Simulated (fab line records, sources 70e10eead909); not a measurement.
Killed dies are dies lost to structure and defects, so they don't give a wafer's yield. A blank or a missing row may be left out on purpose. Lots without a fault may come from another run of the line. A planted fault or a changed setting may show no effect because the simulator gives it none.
Chamber matching | flow nand_harc | NHARC_A_CHANNEL_FILL_D2_CMP_10 on cmp-04: 4 sister chambers
The step polishes, target thk 150 nm. 4 wafers are shown with their chamber, then 12 later ones without.

WAFERS WITH THEIR CHAMBER
wafer  | chamber | motor_current_A (A)
L082.2 | 2       | 14.1
L082.6 | 0       | 11.0
L085.1 | 3       | 9.6
L085.5 | 1       | 12.7

WAFERS WITHOUT THEIR CHAMBER
wafer  | motor_current_A (A)
L088.2 | 11.3
L088.4 | 13.5
L088.5 | 9.2
L090.2 | 13.2
L090.3 | 9.1
L090.4 | 12.3
L092.1 | 9.6
L092.3 | 10.8
L092.6 | 12.8
L096.2 | 10.5
L096.5 | 11.2
L096.6 | 8.8

WHICH CHAMBER EACH WENT THROUGH
wafer  | from the rows above     | in truth
L088.2 | 0                       | 0
L088.4 | can't be placed: 2 or 1 | 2
L088.5 | 3                       | 3
L090.2 | can't be placed: 1 or 2 | 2
L090.3 | 3                       | 3
L090.4 | 1                       | 1
L092.1 | 3                       | 3
L092.3 | 0                       | 0
L092.6 | 1                       | 1
L096.2 | can't be placed: 0 or 3 | 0
L096.5 | 0                       | 0
L096.6 | 3                       | 3
Placed correctly: 9 of 12. Can't be placed from these rows: 3 (the true chamber is among the candidates in 3). Placed wrongly: 0.
How it was worked out, from the rows above alone: a wafer's distance from a chamber is the root of the sum, over the readings, of the square of ((its reading less the chamber's mean) divided by the reading's scatter). The wafer belongs to the nearest chamber; if the next one is less than 2 further off, it can't be placed. A chamber's mean is the mean of its shown wafers. The scatter: with one shown wafer a chamber, the root of the mean of the squares of how far each hidden wafer lies from its nearest shown one.
